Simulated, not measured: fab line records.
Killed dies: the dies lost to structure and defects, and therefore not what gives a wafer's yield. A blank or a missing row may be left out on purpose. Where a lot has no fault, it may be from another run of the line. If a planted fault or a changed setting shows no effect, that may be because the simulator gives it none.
A struck lot beside a sound one	flow n5_finfet	14 out of 1938 route steps
Sound: these wafers, L691.1, L691.4, L691.5. Wafers struck: L696.2, L696.5, L696.6. The cause comes at the end.
Per side, at each step with rows, come the tool, then ch with its chambers, and then its first start. Under that, the readings that differ: sound wafers	struck wafers	difference of the means	sigmas: that difference in standard deviations of wafers without a fault.
alike: readings with means less than 2 such deviations apart, plus words and numbers identical on both sides. not compared: withheld readings, readings lacking a value on some wafer, bounds such as >300 that could conceal the same value, and numbers that have no deviation in the record and whose values overlap.
The two part at a step that has a row with sigmas, a row that says differs or no value, or rows on one side only. When numbers do not overlap yet have no deviation, they are printed without sigmas and do not part them. A reading that every wafer of one side lacks parts them only if that side has two wafers or more.

first, 1 step without rows for these wafers: N5_WELL_APT_HARDBAKE_12 (time 120 s).
N5_WELL_APT_CD_MEAS_08 targets a cd of 200 nm.
  sound on cd_sem-02 ch 0, day 4 19:57; struck on cd_sem-03 ch 0, day 6 01:38
  alike: cd_nm
N5_WELL_APT_OVL_MEAS_09:
  sound on overlay-02 ch 0, day 4 19:59; struck on overlay-01 ch 0, day 6 01:40
  alike: NWELL_OVL
N5_WELL_APT_INSPECT_10: inspects for defects (macro).
  sound on defect_inspect-01, day 4 20:00; struck on defect_inspect-01, day 6 01:41
  alike: raw_defect_count
N5_WELL_APT_DESCUM_13: chemistry O2, time 7.9 s.
  sound on rie_diel-06 ch 1,2,3, day 4 20:04; struck on rie_diel-06 ch 0,1,2, day 6 01:43
reading	sound	struck	difference	sigmas
bias_power_w (W)	19.91 19.89 19.86	20.08 19.96 20.04	+0.14	+2
  alike: drypump_motor_current_A, oes_product_au, rf_vpp_V, showerhead_plenum_p_Torr, throttle_valve_pct
  not compared: rf_hours_counter_h
then, 7 steps without rows for these wafers: N5_WELL_APT_IMPLANT_14; N5_WELL_APT_IMPLANT_15; N5_WELL_APT_STRIP_16 (strips in SPM, time 900 s); N5_WELL_APT_HMDS_18 (time 60 s); N5_WELL_APT_COAT_19 (resist thk 950 nm); N5_WELL_APT_EBR_21; N5_WELL_APT_SOFTBAKE_20 (time 60 s).
N5_WELL_APT_EXPOSE_22: exposes mask PWELL, defocus 0 nm, target cd 200 nm.
  sound on krf_scanner-01 ch 0, day 4 20:56; struck on krf_scanner-01, day 6 02:43
  no value came back on the struck wafers for exposure_dose_mJ_cm2, focus_offset_nm (nm); on the sound wafers exposure_dose_mJ_cm2 reads 23.194 23.195 23.156
  alike: mask
then, 1 step without rows for these wafers: N5_WELL_APT_PEB_23 (peb time 90 s).

== WHERE THEY PART ==
First at N5_WELL_APT_DESCUM_13; last, within this record, at N5_WELL_APT_EXPOSE_22.

WHY: whatever the simulator had introduced
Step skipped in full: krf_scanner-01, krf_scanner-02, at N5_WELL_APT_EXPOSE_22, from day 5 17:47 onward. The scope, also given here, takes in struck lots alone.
